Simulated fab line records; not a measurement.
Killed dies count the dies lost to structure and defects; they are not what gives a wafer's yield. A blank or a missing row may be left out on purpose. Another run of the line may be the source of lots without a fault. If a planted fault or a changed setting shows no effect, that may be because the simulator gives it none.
fab line records || flow n5Finfet
record: {"lots": 4, "wafers": 12, "lastDay": 16}
route steps=1938 shown DUMMY_GATE@256 SPACER0@258 SD_EPI_N@262 BEOL_M4@1111 PASSIVATION@1936
lots that met no fault: from a run of the same line without faults
startH: start of the lot's first displayed wafer, in hours after the record's first day || waitH: hours since the lot's step before || " identical to the entry in the row above || L1.1+2: a row that stands for several wafers || - either no value or no given start || * or withheld: withheld || < > ~ a bound
route shown NAME@n: a module of which the file shows steps, and the number in the route of the first || usual: the fault-free wafers' mean and standard deviation || same: alike in all rows || chamber/n: place in a boat || sites: each site's reading || _std_site: the values' standard deviation || _edge_site: mean of outer sites minus mean of inner sites || radiusMm: for every site, how far away it sits from the centre of the wafer || mask NAME#n: copy n || behind: the most recent tool/chamber to have shaped the wafer || hold: what put the lot on hold/how long, in hours/how the hold closed || device: the n, p or np transistor that did not switch || end of line: the route-end tests of the same wafers || step lacking rows: just its recipe || killed: at the first sort, the dies lost to defects and structure; wafer yield is something else || map: per-die view of a wafer (x killed, . not killed, _ where there is no die)
set.NAME: setting as actually run; set.NAME@STEP: the setting as run at that earlier step || model.NAME: the simulator's own value behind a step, which no gauge read
lots at some steps of the route; a table a step, a row a wafer
services: when a tool's chamber went out of use (startH, in hours from the record's first day, below 0 if earlier), for how many hours, and the reason
== steps ==
step: N5_DUMMY_GATE_UV_OZONE_45
recipe: {"timeS": 120, "pressureTorr": 760, "tempC": 25}
step: N5_SPACER0_ALD_07
recipe: {"material": "SiNx", "targetThkA": 20, "tempC": 400, "aldPrecursorFamily": "SiH2I2", "aldCoReactant": "N2/H2-plasma", "pressureTorr": 2}
step: N5_SPACER0_ALD_00
recipe: {"material": "SiOCN", "targetThkA": 35, "tempC": 400, "aldPrecursorFamily": "alkyl-aminosilane", "aldCoReactant": "O2/N2-plasma", "pulseTimeS": 3, "purgeTimeS": 2, "coReactantPurgeTimeS": 2, "aldCycles": 58, "pressureTorr": 2}
step: N5_SPACER0_ALD_08
recipe: {"material": "SiNx", "targetThkA": 20, "tempC": 400, "aldPrecursorFamily": "SiH2I2", "aldCoReactant": "N2/H2-plasma", "pressureTorr": 2}
step: N5_SD_EPI_N_COAT_32
recipe: {"resist": "SOC", "tempC": 250, "timeS": 60, "spinRpm": 1500, "resistThkNm": 350}
step: N5_SD_EPI_N_COAT_33
recipe: {"resist": "SiARC", "tempC": 220, "timeS": 60, "spinRpm": 1500, "resistThkNm": 35}
step: N5_SD_EPI_N_COAT_03
recipe: {"resist": "CAR-ArF-block", "spinRpm": 1500, "resistThkNm": 150}
step: N5_SD_EPI_N_EBR_05
recipe: {"solvent": "PGMEA", "ebrWidthMm": 1.5}
step: N5_SD_EPI_N_SOFTBAKE_04
recipe: {"tempC": 110, "timeS": 60, "resist": "CAR-ArF-block"}
step: N5_SD_EPI_N_EXPOSE_06
recipe: {"maskId": "SD_N_BLK", "na": 1.35, "sourceShape": "conventional", "sigmaOuter": 0.8, "polarization": "unpolarized", "targetCdNm": 120, "doseMj": 39.75}
step: N5_SD_EPI_N_PEB_07
recipe: {"pebTempC": 110, "pebTimeS": 60, "resist": "CAR-ArF-block"}
usual: {"plateTempC": "110.03/0.13", "resistLineTempC": "23.00/0.12"}
{"lot.wafer": "L886.1", "tool": "lithoTrack-03", "chamber": 0, "startH": 81.09, "waitH": 0.1, "plateTempC": 110.05, "resistLineTempC": 23.06}
{"lot.wafer": "L886.5", "tool": "lithoTrack-03", "chamber": 0, "startH": 81.09, "waitH": 0.1, "plateTempC": 110.01, "resistLineTempC": 23.06}
{"lot.wafer": "L886.6", "tool": "lithoTrack-03", "chamber": 0, "startH": 81.09, "waitH": 0.1, "plateTempC": 110.15, "resistLineTempC": 23.07}
{"lot.wafer": "L887.3", "tool": "lithoTrack-03", "chamber": 0, "startH": 94.16, "waitH": 0.0, "plateTempC": 110.84, "resistLineTempC": 23.00}
{"lot.wafer": "L887.4", "tool": "lithoTrack-03", "chamber": 0, "startH": 94.16, "waitH": 0.0, "plateTempC": 110.82, "resistLineTempC": 23.08}
{"lot.wafer": "L887.5", "tool": "lithoTrack-03", "chamber": 0, "startH": 94.16, "waitH": 0.0, "plateTempC": 111.02, "resistLineTempC": 23.21}
{"lot.wafer": "L889.3", "tool": "lithoTrack-03", "chamber": 0, "startH": 97.80, "waitH": 0.0, "plateTempC": 110.90, "resistLineTempC": 23.00}
{"lot.wafer": "L889.5", "tool": "lithoTrack-03", "chamber": 0, "startH": 97.80, "waitH": 0.0, "plateTempC": 110.96, "resistLineTempC": 23.13}
{"lot.wafer": "L889.6", "tool": "lithoTrack-03", "chamber": 0, "startH": 97.80, "waitH": 0.0, "plateTempC": 111.04, "resistLineTempC": 23.08}
{"lot.wafer": "L900.1", "tool": "lithoTrack-01", "chamber": 0, "startH": 162.65, "waitH": 0.1, "plateTempC": 110.18, "resistLineTempC": 22.85}
{"lot.wafer": "L900.2", "tool": "lithoTrack-01", "chamber": 0, "startH": 162.65, "waitH": 0.1, "plateTempC": 110.01, "resistLineTempC": 22.95}
{"lot.wafer": "L900.3", "tool": "lithoTrack-01", "chamber": 0, "startH": 162.65, "waitH": 0.1, "plateTempC": 109.74, "resistLineTempC": 23.01}
step: N5_SD_EPI_N_DEVELOP_08
recipe: {"developTimeS": 30, "developer": "TMAH", "resist": "CAR-ArF-block", "devTempC": 23, "rinseLiquid": "diw", "dry": "airSpin"}
step: N5_SD_EPI_N_CD_MEAS_09
recipe: {"targetCdNm": 120, "landingEnergyEv": 500, "detector": "seInlens"}
usual: {"cdNm": "120.2/0.73"}
{"lot.wafer": "L886.1", "tool": "cdSem-02", "chamber": 0, "startH": 81.16, "waitH": "-", "cdNm": 121.2}
{"lot.wafer": "L886.5", "tool": "cdSem-02", "chamber": 0, "startH": 81.16, "waitH": "-", "cdNm": 121.2}
{"lot.wafer": "L886.6", "tool": "cdSem-02", "chamber": 0, "startH": 81.16, "waitH": "-", "cdNm": 121.6}
{"lot.wafer": "L887.3", "tool": "cdSem-01", "chamber": 0, "startH": 94.23, "waitH": "-", "cdNm": 123.4}
{"lot.wafer": "L887.4", "tool": "cdSem-01", "chamber": 0, "startH": 94.23, "waitH": "-", "cdNm": 123.8}
{"lot.wafer": "L887.5", "tool": "cdSem-01", "chamber": 0, "startH": 94.23, "waitH": "-", "cdNm": 122.8}
{"lot.wafer": "L889.3", "tool": "cdSem-02", "chamber": 0, "startH": 97.86, "waitH": "-", "cdNm": 123.2}
{"lot.wafer": "L889.5", "tool": "cdSem-02", "chamber": 0, "startH": 97.86, "waitH": "-", "cdNm": 123.5}
{"lot.wafer": "L889.6", "tool": "cdSem-02", "chamber": 0, "startH": 97.86, "waitH": "-", "cdNm": 122.9}
{"lot.wafer": "L900.1", "tool": "cdSem-03", "chamber": 0, "startH": 162.72, "waitH": "-", "cdNm": 119.1}
{"lot.wafer": "L900.2", "tool": "cdSem-03", "chamber": 0, "startH": 162.72, "waitH": "-", "cdNm": 120.0}
{"lot.wafer": "L900.3", "tool": "cdSem-03", "chamber": 0, "startH": 162.72, "waitH": "-", "cdNm": 119.5}
step: N5_SD_EPI_N_DESCUM_14
recipe: {"chemistry": "O2", "timeS": 7.9, "sourcePowerW": 50, "biasPowerW": 20, "pressureMtorr": 20, "rfFrequencyHz": 2.712e+07, "tempC": 40, "resist": "CAR-ArF-block", "o2FlowSccm": 225}
usual: {"drypumpMotorCurrentA": "5.6/0.44", "oesProductAu": "0.80/0.075", "rfVppV": "243.3/1.2", "showerheadPlenumPTorr": "2.11/0.055", "throttleValvePct": "20.54/0.26"}
{"lot.wafer": "L886.1", "tool": "rieDiel-01", "chamber": 1, "startH": 81.25, "waitH": 0.0, "drypumpMotorCurrentA": 5.3, "oesProductAu": 0.73, "rfHoursCounterH": 201, "rfVppV": 242.6, "showerheadPlenumPTorr": 2.18, "throttleValvePct": 20.87, "model.SD_EPI_N.cdNm": 121.2}
{"lot.wafer": "L886.5", "tool": "rieDiel-01", "chamber": 0, "startH": 81.25, "waitH": 0.0, "drypumpMotorCurrentA": 5.1, "oesProductAu": 0.81, "rfHoursCounterH": "-", "rfVppV": 244.8, "showerheadPlenumPTorr": 2.11, "throttleValvePct": 20.33, "model.SD_EPI_N.cdNm": 121.4}
{"lot.wafer": "L886.6", "tool": "rieDiel-01", "chamber": 1, "startH": 81.25, "waitH": 0.0, "drypumpMotorCurrentA": 5.3, "oesProductAu": 0.73, "rfHoursCounterH": "-", "rfVppV": 244.5, "showerheadPlenumPTorr": 2.18, "throttleValvePct": 20.86, "model.SD_EPI_N.cdNm": 121.6}
{"lot.wafer": "L887.3", "tool": "rieDiel-01", "chamber": 2, "startH": 94.31, "waitH": 0.0, "drypumpMotorCurrentA": 5.3, "oesProductAu": 0.80, "rfHoursCounterH": 130, "rfVppV": 242.3, "showerheadPlenumPTorr": 2.03, "throttleValvePct": 20.82, "model.SD_EPI_N.cdNm": 123.4}
{"lot.wafer": "L887.4", "tool": "rieDiel-01", "chamber": 0, "startH": 94.31, "waitH": 0.0, "drypumpMotorCurrentA": 5.1, "oesProductAu": 0.80, "rfHoursCounterH": 90, "rfVppV": 242.8, "showerheadPlenumPTorr": 2.11, "throttleValvePct": 20.34, "model.SD_EPI_N.cdNm": 123.4}
{"lot.wafer": "L887.5", "tool": "rieDiel-01", "chamber": 2, "startH": 94.31, "waitH": 0.0, "drypumpMotorCurrentA": 5.3, "oesProductAu": 0.80, "rfHoursCounterH": "-", "rfVppV": 240.9, "showerheadPlenumPTorr": 2.03, "throttleValvePct": 20.82, "model.SD_EPI_N.cdNm": 122.4}
{"lot.wafer": "L889.3", "tool": "rieDiel-05", "chamber": 0, "startH": 98.20, "waitH": 0.3, "drypumpMotorCurrentA": 5.9, "oesProductAu": 0.82, "rfHoursCounterH": 72, "rfVppV": 244.1, "showerheadPlenumPTorr": 2.12, "throttleValvePct": 20.63, "model.SD_EPI_N.cdNm": 123.2}
{"lot.wafer": "L889.5", "tool": "rieDiel-05", "chamber": 1, "startH": 98.20, "waitH": 0.3, "drypumpMotorCurrentA": 5.7, "oesProductAu": 0.77, "rfHoursCounterH": "-", "rfVppV": 241.1, "showerheadPlenumPTorr": 2.12, "throttleValvePct": 20.63, "model.SD_EPI_N.cdNm": 123.2}
{"lot.wafer": "L889.6", "tool": "rieDiel-05", "chamber": 0, "startH": 98.20, "waitH": 0.3, "drypumpMotorCurrentA": 5.9, "oesProductAu": 0.82, "rfHoursCounterH": "-", "rfVppV": 242.8, "showerheadPlenumPTorr": 2.12, "throttleValvePct": 20.63, "model.SD_EPI_N.cdNm": 122.6}
{"lot.wafer": "L900.1", "tool": "rieDiel-01", "chamber": 0, "startH": 162.81, "waitH": 0.0, "drypumpMotorCurrentA": 5.1, "oesProductAu": 0.77, "rfHoursCounterH": 117, "rfVppV": 242.0, "showerheadPlenumPTorr": 2.10, "throttleValvePct": 20.38, "model.SD_EPI_N.cdNm": 118.6}
{"lot.wafer": "L900.2", "tool": "rieDiel-01", "chamber": 2, "startH": 162.81, "waitH": 0.0, "drypumpMotorCurrentA": 5.2, "oesProductAu": 0.78, "rfHoursCounterH": 156, "rfVppV": 243.6, "showerheadPlenumPTorr": 2.02, "throttleValvePct": 20.84, "model.SD_EPI_N.cdNm": 119.6}
{"lot.wafer": "L900.3", "tool": "rieDiel-01", "chamber": 1, "startH": 162.81, "waitH": 0.0, "drypumpMotorCurrentA": 5.3, "oesProductAu": 0.70, "rfHoursCounterH": 230, "rfVppV": 244.1, "showerheadPlenumPTorr": 2.17, "throttleValvePct": 20.91, "model.SD_EPI_N.cdNm": 119.4}
step: N5_SD_EPI_N_ETCH_34
recipe: {"chemistry": "CF4", "target": "SiARC", "targetDepthA": 455, "maskMaterial": "CAR-ArF-block", "timeS": 75.8, "ionEnergyEv": 80, "pressureMtorr": 40, "sourceW": 545, "biasW": 36, "Ar_flow_sccm": 100, "cf4FlowSccm": 100, "ends": "cleared"}
step: N5_SD_EPI_N_ETCH_35
recipe: {"chemistry": "N2/H2", "target": "SOC", "overetchA": 1080, "maskMaterial": "SiARC", "tempC": 40, "ionEnergyEv": 100, "sourceW": 3000, "biasW": 133, "pressureMtorr": 20, "timeS": 486, "n2FlowSccm": 200, "h2FlowSccm": 200}
step: N5_SD_EPI_N_STRIP_36
recipe: {"chemistry": "N2/H2", "tempC": 40, "n2FlowSccm": 200, "h2FlowSccm": 200, "rfFrequencyHz": 6e+07}
step: N5_SD_EPI_N_ETCHBACK_44
recipe: {"chemistry": "CH3F/O2", "mode": "anisotropicEtchback", "target": "SiNx", "targetDepthA": 145, "stopOn": "SiO2", "overEtchFrac": 0.3, "ionEnergyEv": 120, "pressureMtorr": 30, "sourceW": 395, "biasW": 73, "Ar_flow_sccm": 150, "CH3F_flow_sccm": 30, "O2_flow_sccm": 20}
step: N5_SD_EPI_N_ETCH_45
recipe: {"chemistry": "CH3F/O2", "target": "SiOCN", "targetDepthA": 60, "maskMaterial": "SOC", "ionEnergyEv": 60, "biasW": 29, "pressureMtorr": 15, "sourceW": 410, "Ar_flow_sccm": 150, "CH3F_flow_sccm": 30, "O2_flow_sccm": 20}
step: N5_SD_EPI_N_ETCH_16
recipe: {"chemistry": "CHF3/O2", "target": "SiO2", "targetDepthA": 50, "maskMaterial": "SOC", "pressureMtorr": 30, "sourceW": 650, "biasW": 170, "Ar_flow_sccm": 200, "CHF3_flow_sccm": 50, "O2_flow_sccm": 5, "ionEnergyEv": 200}
step: N5_SD_EPI_N_STRIP_47
recipe: {"chemistry": "CHF3/O2", "resist": "SiARC", "rfFrequencyHz": 6e+07}
step: N5_SD_EPI_N_SD_RECESS_17
recipe: {"chemistry": "HBr/Cl2/O2", "targetDepthA": 410, "maskMaterial": "SOC", "timeS": 23.7, "btTimeS": 3, "pressureMtorr": 10, "icpW": 800, "biasW": 112, "HBr_flow_sccm": 150, "Cl2_flow_sccm": 80, "O2_flow_sccm": 12}
usual: {"drypumpMotorCurrentA": "5.6/0.44", "oesProductAu": "0.998/0.014", "throttleValvePct": "37.0/0.35"}
{"lot.wafer": "L886.1", "tool": "rieSi-01", "chamber": 1, "startH": 81.94, "waitH": 0.0, "drypumpMotorCurrentA": 6.6, "oesProductAu": 1.025, "rfHoursCounterH": 1, "throttleValvePct": 36.7, "model.SD_EPI_N.cdNm": 121}
{"lot.wafer": "L886.5", "tool": "rieSi-01", "chamber": 1, "startH": 81.94, "waitH": 0.0, "drypumpMotorCurrentA": 6.6, "oesProductAu": 1.012, "rfHoursCounterH": "-", "throttleValvePct": 36.7, "model.SD_EPI_N.cdNm": 122.4}
{"lot.wafer": "L886.6", "tool": "rieSi-01", "chamber": 2, "startH": 81.94, "waitH": 0.0, "drypumpMotorCurrentA": 5.5, "oesProductAu": 0.994, "rfHoursCounterH": "-", "throttleValvePct": 36.9, "model.SD_EPI_N.cdNm": 120.4}
{"lot.wafer": "L887.3", "tool": "rieSi-06", "chamber": 2, "startH": 95.00, "waitH": 0.0, "drypumpMotorCurrentA": 5.1, "oesProductAu": 0.994, "rfHoursCounterH": 39, "throttleValvePct": 37.8, "model.SD_EPI_N.cdNm": 123}
{"lot.wafer": "L887.4", "tool": "rieSi-06", "chamber": 3, "startH": 95.00, "waitH": 0.0, "drypumpMotorCurrentA": 5.8, "oesProductAu": 1.015, "rfHoursCounterH": 61, "throttleValvePct": 36.8, "model.SD_EPI_N.cdNm": 124.8}
{"lot.wafer": "L887.5", "tool": "rieSi-06", "chamber": 1, "startH": 95.00, "waitH": 0.0, "drypumpMotorCurrentA": 5.3, "oesProductAu": 1.003, "rfHoursCounterH": "-", "throttleValvePct": 37.0, "model.SD_EPI_N.cdNm": 122.2}
{"lot.wafer": "L889.3", "tool": "rieSi-01", "chamber": 2, "startH": 98.89, "waitH": 0.0, "drypumpMotorCurrentA": 5.5, "oesProductAu": 0.989, "rfHoursCounterH": 5, "throttleValvePct": 36.9, "model.SD_EPI_N.cdNm": 123.6}
{"lot.wafer": "L889.5", "tool": "rieSi-01", "chamber": 3, "startH": 98.89, "waitH": 0.0, "drypumpMotorCurrentA": 5.5, "oesProductAu": 1.003, "rfHoursCounterH": "-", "throttleValvePct": 37.3, "model.SD_EPI_N.cdNm": 125}
{"lot.wafer": "L889.6", "tool": "rieSi-01", "chamber": 0, "startH": 98.89, "waitH": 0.0, "drypumpMotorCurrentA": 5.5, "oesProductAu": 0.990, "rfHoursCounterH": "-", "throttleValvePct": 36.7, "model.SD_EPI_N.cdNm": 122.8}
{"lot.wafer": "L900.1", "tool": "rieSi-06", "chamber": 1, "startH": 163.49, "waitH": 0.0, "drypumpMotorCurrentA": 5.3, "oesProductAu": 1.011, "rfHoursCounterH": 153, "throttleValvePct": 37.0, "model.SD_EPI_N.cdNm": 118}
{"lot.wafer": "L900.2", "tool": "rieSi-06", "chamber": 0, "startH": 163.49, "waitH": 0.0, "drypumpMotorCurrentA": 5.6, "oesProductAu": 0.973, "rfHoursCounterH": 190, "throttleValvePct": 36.7, "model.SD_EPI_N.cdNm": 119}
{"lot.wafer": "L900.3", "tool": "rieSi-06", "chamber": 3, "startH": 163.49, "waitH": 0.0, "drypumpMotorCurrentA": 5.8, "oesProductAu": 1.012, "rfHoursCounterH": 63, "throttleValvePct": 36.8, "model.SD_EPI_N.cdNm": 119.6}
step: N5_SD_EPI_N_STRIP_38
recipe: {"chemistry": "N2/H2", "powerW": 1000, "tempC": 250, "h2Frac": 0.65, "overashFraction": 0.3, "pressureMtorr": "withheld", "n2FlowSccm": 1750, "h2FlowSccm": 3250}
step: N5_BEOL_M4_RC_MEAS_101
usual: {"DIBL_N": "36.3/1.7", "DIBL_P": "36.0/1.9", "IOFF_N": "0.156/0.028", "IOFF_P": "0.21/0.036", "ION_N": "675/11", "ION_P": "463/7.8", "SS_N": "71.6/0.59", "SS_P": "73.2/0.63", "VT_N": "250/3.1", "VT_P": "-251/3.4"}
{"lot.wafer": "L886.1", "tool": "prober-02", "chamber": 0, "startH": 193.76, "waitH": 0.0, "DIBL_N[mV/V]": 36.7, "DIBL_P[mV/V]": 36.4, "IOFF_N[nA/um]": 0.168, "IOFF_P[nA/um]": 0.23, "ION_N[uA/um]": 689, "ION_P[uA/um]": 466, "SS_N[mV/dec]": 72.1, "SS_P[mV/dec]": 73.2, "VT_N[mV]": 247, "VT_P[mV]": -246}
{"lot.wafer": "L886.5", "tool": "prober-02", "chamber": 0, "startH": 193.76, "waitH": 0.0, "DIBL_N[mV/V]": 35.6, "DIBL_P[mV/V]": 35.1, "IOFF_N[nA/um]": 0.152, "IOFF_P[nA/um]": 0.21, "ION_N[uA/um]": 665, "ION_P[uA/um]": 458, "SS_N[mV/dec]": 72.5, "SS_P[mV/dec]": 72.3, "VT_N[mV]": 252, "VT_P[mV]": -248}
{"lot.wafer": "L886.6", "tool": "prober-02", "chamber": 0, "startH": 193.76, "waitH": 0.0, "DIBL_N[mV/V]": 33.8, "DIBL_P[mV/V]": 33.5, "IOFF_N[nA/um]": 0.119, "IOFF_P[nA/um]": 0.19, "ION_N[uA/um]": 667, "ION_P[uA/um]": 469, "SS_N[mV/dec]": 70.8, "SS_P[mV/dec]": 72.7, "VT_N[mV]": 253, "VT_P[mV]": -249}
{"lot.wafer": "L887.3", "tool": "prober-01", "chamber": 0, "startH": 204.65, "waitH": 0.3, "DIBL_N[mV/V]": 36.5, "DIBL_P[mV/V]": 35.9, "IOFF_N[nA/um]": 0.151, "IOFF_P[nA/um]": 0.19, "ION_N[uA/um]": 671, "ION_P[uA/um]": 456, "SS_N[mV/dec]": 71.3, "SS_P[mV/dec]": 72.3, "VT_N[mV]": 253, "VT_P[mV]": -251}
{"lot.wafer": "L887.4", "tool": "prober-01", "chamber": 0, "startH": 204.65, "waitH": 0.3, "DIBL_N[mV/V]": 37.8, "DIBL_P[mV/V]": 37.6, "IOFF_N[nA/um]": 0.189, "IOFF_P[nA/um]": 0.22, "ION_N[uA/um]": 676, "ION_P[uA/um]": 460, "SS_N[mV/dec]": 71.9, "SS_P[mV/dec]": 74.0, "VT_N[mV]": 249, "VT_P[mV]": -249}
{"lot.wafer": "L887.5", "tool": "prober-01", "chamber": 0, "startH": 204.65, "waitH": 0.3, "DIBL_N[mV/V]": 35.8, "DIBL_P[mV/V]": 34.9, "IOFF_N[nA/um]": 0.156, "IOFF_P[nA/um]": 0.18, "ION_N[uA/um]": 669, "ION_P[uA/um]": 457, "SS_N[mV/dec]": 71.3, "SS_P[mV/dec]": 72.4, "VT_N[mV]": 249, "VT_P[mV]": -252}
{"lot.wafer": "L889.3", "tool": "prober-02", "chamber": 0, "startH": 204.98, "waitH": 0.3, "DIBL_N[mV/V]": 36.6, "DIBL_P[mV/V]": 37.1, "IOFF_N[nA/um]": 0.172, "IOFF_P[nA/um]": 0.22, "ION_N[uA/um]": 694, "ION_P[uA/um]": 474, "SS_N[mV/dec]": 71.5, "SS_P[mV/dec]": 73.4, "VT_N[mV]": 248, "VT_P[mV]": -250}
{"lot.wafer": "L889.5", "tool": "prober-02", "chamber": 0, "startH": 204.98, "waitH": 0.3, "DIBL_N[mV/V]": 35.8, "DIBL_P[mV/V]": 34.4, "IOFF_N[nA/um]": 0.153, "IOFF_P[nA/um]": 0.18, "ION_N[uA/um]": 661, "ION_P[uA/um]": 454, "SS_N[mV/dec]": 72.0, "SS_P[mV/dec]": 72.6, "VT_N[mV]": 247, "VT_P[mV]": -251}
{"lot.wafer": "L889.6", "tool": "prober-02", "chamber": 0, "startH": 204.98, "waitH": 0.3, "DIBL_N[mV/V]": 34.4, "DIBL_P[mV/V]": 34.1, "IOFF_N[nA/um]": 0.126, "IOFF_P[nA/um]": 0.17, "ION_N[uA/um]": 668, "ION_P[uA/um]": 454, "SS_N[mV/dec]": 71.3, "SS_P[mV/dec]": 73.1, "VT_N[mV]": 252, "VT_P[mV]": -255}
{"lot.wafer": "L900.1", "tool": "prober-02", "chamber": 0, "startH": 280.27, "waitH": 0.0, "DIBL_N[mV/V]": 36.1, "DIBL_P[mV/V]": 35.6, "IOFF_N[nA/um]": 0.148, "IOFF_P[nA/um]": 0.19, "ION_N[uA/um]": 678, "ION_P[uA/um]": 459, "SS_N[mV/dec]": 71.6, "SS_P[mV/dec]": 73.5, "VT_N[mV]": 251, "VT_P[mV]": -254}
{"lot.wafer": "L900.2", "tool": "prober-02", "chamber": 0, "startH": 280.27, "waitH": 0.0, "DIBL_N[mV/V]": 35.2, "DIBL_P[mV/V]": 34.8, "IOFF_N[nA/um]": 0.142, "IOFF_P[nA/um]": 0.19, "ION_N[uA/um]": 672, "ION_P[uA/um]": 459, "SS_N[mV/dec]": 70.8, "SS_P[mV/dec]": 73.3, "VT_N[mV]": 251, "VT_P[mV]": -251}
{"lot.wafer": "L900.3", "tool": "prober-02", "chamber": 0, "startH": 280.27, "waitH": 0.0, "DIBL_N[mV/V]": 37.6, "DIBL_P[mV/V]": 37.7, "IOFF_N[nA/um]": 0.175, "IOFF_P[nA/um]": 0.23, "ION_N[uA/um]": 683, "ION_P[uA/um]": 466, "SS_N[mV/dec]": 71.3, "SS_P[mV/dec]": 74.0, "VT_N[mV]": 248, "VT_P[mV]": -252}
step: N5_PASSIVATION_PROBE_49
usual: {"defectLimitedYield": "91.5/1.5", "killed_at_M0_to_M3": "30/11", "killed_at_M4_up": "13/4.9", "killedAtContacts": "14/6.5", "killedAtFrontEnd": "40/11", "killedAtOther": "3.3/2.7", "killedDies": "100/18", "killedOpen": "67/14", "killedShort": "32/7.8", "sort_bin_5_function": "5.0/0.97", "sort_bin_6_memory": "3.2/0.75", "sortNPass": "1080/18", "sortYieldPct": "91.5/1.5"}
same: {"grossDies": 1180, "killedAtBackSide": 0, "sort_bin_4_leakage[%]": 0, "sort_bin_8_speed[%]": 0}
{"lot.wafer": "L887.4", "tool": "prober-02", "chamber": "-", "startH": 316.34, "waitH": 0.2, "defectLimitedYield[%]": 90.2, "killed_at_M0_to_M3": 25, "killed_at_M4_up": 11, "killedAtContacts": 20, "killedAtFrontEnd": 52, "killedAtOther": 8, "killedDies": 116, "killedOpen": 79, "killedShort": 27, "sort_bin_5_function[%]": 5.6, "sort_bin_6_memory[%]": 3.3, "sortNPass": 1064, "sortYieldPct[%]": 90.2}
{"lot.wafer": "L900.1", "tool": "prober-01", "chamber": "-", "startH": 384.91, "waitH": 0.0, "defectLimitedYield[%]": 91.9, "killed_at_M0_to_M3": 41, "killed_at_M4_up": 11, "killedAtContacts": 20, "killedAtFrontEnd": 23, "killedAtOther": 1, "killedDies": 96, "killedOpen": 72, "killedShort": 24, "sort_bin_5_function[%]": 4.5, "sort_bin_6_memory[%]": 3.2, "sortNPass": 1084, "sortYieldPct[%]": 91.9}
killed by level:class
L887.4 MOL_CONTACT_COAG:geometricParticle:open=15 STI_FIN_REVEAL:geometricParticle:open=15 BEOL_M3:geometricParticle:open=10 HKMG_FIN:areaEtch=10 FIN_SAQP:geometricParticle:open=9 BEOL_M0_SAQP:geometricParticle:short=7 MIM_TOP_ETCH:geometricParticle:open=7 STI_FIN_REVEAL:geometricParticle:short=5
L900.1 MOL_CONTACT_COAG:geometricParticle:open=18 BEOL_M3:geometricParticle:open=11 FIN_SAQP:geometricParticle:open=9 BEOL_M0_SAQP:geometricParticle:short=9 BEOL_M0_SAQP:geometricParticle:open=7 FIN_SAQP:geometricParticle:short=6 BEOL_M1:geometricParticle:open=5 BEOL_M2:geometricParticle:open=5
== services ==
{"tool": "rieDiel-01", "chamber": "-", "startH": 79.26, "hours": 0.6, "kind": "repair"}
{"tool": "lithoTrack-03", "chamber": "-", "startH": 79.56, "hours": "-", "kind": "consumableReplace:filter"}
{"tool": "rieSi-01", "chamber": 0, "startH": 90.69, "hours": 2.5, "kind": "repair"}
{"tool": "rieDiel-01", "chamber": 1, "startH": 95.65, "hours": 5.7, "kind": "repair"}
{"tool": "rieDiel-01", "chamber": 2, "startH": 98.62, "hours": 8.0, "kind": "repair"}
{"tool": "rieSi-06", "chamber": 0, "startH": 134.45, "hours": 1.0, "kind": "repair"}
{"tool": "rieDiel-05", "chamber": 1, "startH": 146.48, "hours": 2.7, "kind": "repair"}
{"tool": "rieDiel-01", "chamber": 0, "startH": 150.88, "hours": 2.4, "kind": "repair"}
== key ==
firstSign: {"step": "N5_SD_EPI_N_PEB_07", "reading": "plateTempC", "direction": "up", "sigmas": 6.9, "usual": "*", "struck": "*"}
effect: {"step": "N5_SD_EPI_N_CD_MEAS_09", "reading": "cdNm", "direction": "up", "sigmas": 4.2, "usual": 120.2, "struck": 123.3, "through": "controlLoop"}
modelEffect: {"step": "N5_SD_EPI_N_DESCUM_14", "value": "SD_EPI_N.cdNm", "without": 120.9, "struck": 123}
modelEffect: {"step": "N5_SD_EPI_N_SD_RECESS_17", "value": "SD_EPI_N.cdNm", "without": 121.4, "struck": 123.6}
metAt N5_SD_EPI_N_PEB_07
struckWafers L887.3,L887.4,L887.5,L889.3,L889.5,L889.6
loopTrim: {"step": "N5_SD_EPI_N_EXPOSE_06", "setting": "dose", "lots": "L889"}
baselineLoss: {"step": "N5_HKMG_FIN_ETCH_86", "wafers": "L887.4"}
onsetBetween 81.09 94.16
fault: {"kind": "processParameterDrift", "tool": "lithoTrack-03", "chamber": "-", "onsetH": 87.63, "steps": "N5_SD_EPI_N_PEB_07", "channel": "pebTempC", "offset": "*", "shape": "step", "endH": 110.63, "actsIn": "*", "stated": "*"}
loopTrim: a control loop set the setting to another value than it would have without faults
baselineLoss: these wafers lose ten dies or more at that step, a loss of the line's own and not of a fault; the sort's usual values leave them out
